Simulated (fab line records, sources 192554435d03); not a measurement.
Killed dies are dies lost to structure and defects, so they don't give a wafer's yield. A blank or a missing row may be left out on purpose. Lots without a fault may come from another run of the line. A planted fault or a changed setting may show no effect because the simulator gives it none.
A struck lot beside a sound one | flow n5_finfet | 16 steps out of a route of 1938
Sound: wafers L303.3, L303.4, L303.6. Struck: wafer L304.3. (L304.2, L304.6 of the same lot were not struck and are left out.) The cause comes at the end.
At each step with rows: each side's tool, then ch and its chambers, then its first start. Under that, the readings that differ: sound wafers | struck wafers | difference of the means | sigmas: that difference in standard deviations of wafers without a fault.
alike: readings whose means differ by less than 2 such deviations, and words and numbers that are the same on both sides. not compared: withheld readings, readings that some wafer has no value for, bounds like >300 that may hide the same value, and numbers for which the record gives no deviation and whose values overlap.
The two part at a step that has a row with sigmas, a row that says differs or no value, or rows on one side only. Numbers that don't overlap but have no deviation are shown without sigmas and don't part them. A reading that every wafer of one side lacks parts them only if that side has two wafers or more.

N5_FIN_CUT_OVL_MEAS_09:
  sound on overlay-02 ch 0, day 3 08:05; struck on overlay-01 ch 0, day 3 15:11
  alike: FIN_CUT_OVL
N5_FIN_CUT_INSPECT_10: inspects for defects (brightfield).
  sound on defect_inspect-01, day 3 08:08; struck on defect_inspect-02, day 3 15:15
  alike: raw_defect_count
N5_FIN_CUT_DESCUM_13: chemistry O2, time 7 s.
  sound on rie_diel-06 ch 1,2,3, day 3 08:11; struck on rie_diel-01 ch 2, day 3 15:17
  alike: drypump_motor_current_A, o2_flow_sccm, oes_product_au, rf_vpp_V, showerhead_plenum_p_Torr, temp_c, throttle_valve_pct
  not compared: rf_hours_counter_h
then, 6 steps without rows for these wafers: N5_FIN_CUT_ETCH_30 (etches underlayer in N2/H2, target depth 13 nm, time 10.4 s); N5_FIN_CUT_ETCH_20 (etches SiARC in CF4, target depth 26 nm, time 43.3 s); N5_FIN_CUT_ETCH_21 (etches SOC in N2/H2, target depth 219 nm, overetch 43.8 nm, time 523.5 s); N5_FIN_CUT_STRIP_23 (strips in N2/H2); N5_FIN_CUT_STRIP_31 (strips in N2/H2); N5_FIN_CUT_STRIP_24 (strips in CF4).
N5_FIN_CUT_CUT_ETCH_26: etches SiNx in CH3F/O2, target depth 39 nm, time 55.7 s.
  sound on rie_diel-06 ch 1,2,3, day 3 08:37; struck on rie_diel-01 ch 2, day 3 15:43
  alike: O2_flow_sccm, bias_w, drypump_motor_current_A, oes_product_au, rf_vpp_V, showerhead_plenum_p_Torr, throttle_valve_pct
  not compared: rf_hours_counter_h
N5_FIN_CUT_CUT_ETCH_27: etches SiO2 in CHF3/O2, target depth 4 nm, overetch 2 nm, time 4.9 s.
  sound on rie_diel-06 ch 1,2,3, day 3 08:40; struck on rie_diel-01 ch 2, day 3 15:46
  alike: O2_flow_sccm, bias_w, drypump_motor_current_A, oes_product_au, rf_vpp_V, showerhead_plenum_p_Torr, throttle_valve_pct
  not compared: rf_hours_counter_h
N5_FIN_CUT_PRECLEAN_35: cleans in vHF, time 13.3 s.
  sound on vapor_etch-01 ch 0,1, day 3 08:45; struck on vapor_etch-02 ch 1, day 3 15:50
  alike: drypump_motor_current_A, temp_c
N5_FIN_CUT_CUT_ETCH_15: etches Si in HBr/Cl2/O2, target depth 100 nm, bt time 10 s, time 42.4 s.
  sound on rie_si-02 ch 1,2,3, day 3 08:49; struck on rie_si-02 ch 2, day 3 15:55
  alike: HBr_flow_sccm, O2_flow_sccm, drypump_motor_current_A, he_backside_leak_sccm, oes_product_au, throttle_valve_pct
  not compared: bias_w, rf_hours_counter_h
N5_FIN_CUT_CUT_ETCH_28: etches Si in HBr/Cl2/O2, target depth 6 nm, time 2.4 s.
  sound on rie_si-02 ch 1,2,3, day 3 08:52; struck on rie_si-02 ch 2, day 3 15:58
  reading              | sound             | struck | difference | sigmas
  HBr_flow_sccm (sccm) | 149.7 149.1 150.2 | 150.7  | +1.0       | +2
  alike: O2_flow_sccm, drypump_motor_current_A, he_backside_leak_sccm, oes_product_au, throttle_valve_pct
  not compared: bias_w, rf_hours_counter_h
-- the record jumps here: 6 days lie between the struck wafers' starts before and after (it left off in module FIN_CUT and takes up again in module BEOL_M4, whose first step shown is number 1111 of the route) --
N5_BEOL_M4_RC_MEAS_101:
  sound on prober-02 ch 0, day 9 01:05; struck on prober-01 ch 0, day 9 10:38
  alike: DIBL_N, DIBL_P, IOFF_N, IOFF_P, ION_N, ION_P, SS_N, SS_P, VT_N, VT_P
N5_PASSIVATION_PROBE_49:
  the record has rows for the sound wafers here (prober-02, day 14 01:35) and none for the struck ones

WHERE THEY PART
First at N5_FIN_CUT_CUT_ETCH_28; last, within this record, at N5_PASSIVATION_PROBE_49.

WHY: what the simulator had put in
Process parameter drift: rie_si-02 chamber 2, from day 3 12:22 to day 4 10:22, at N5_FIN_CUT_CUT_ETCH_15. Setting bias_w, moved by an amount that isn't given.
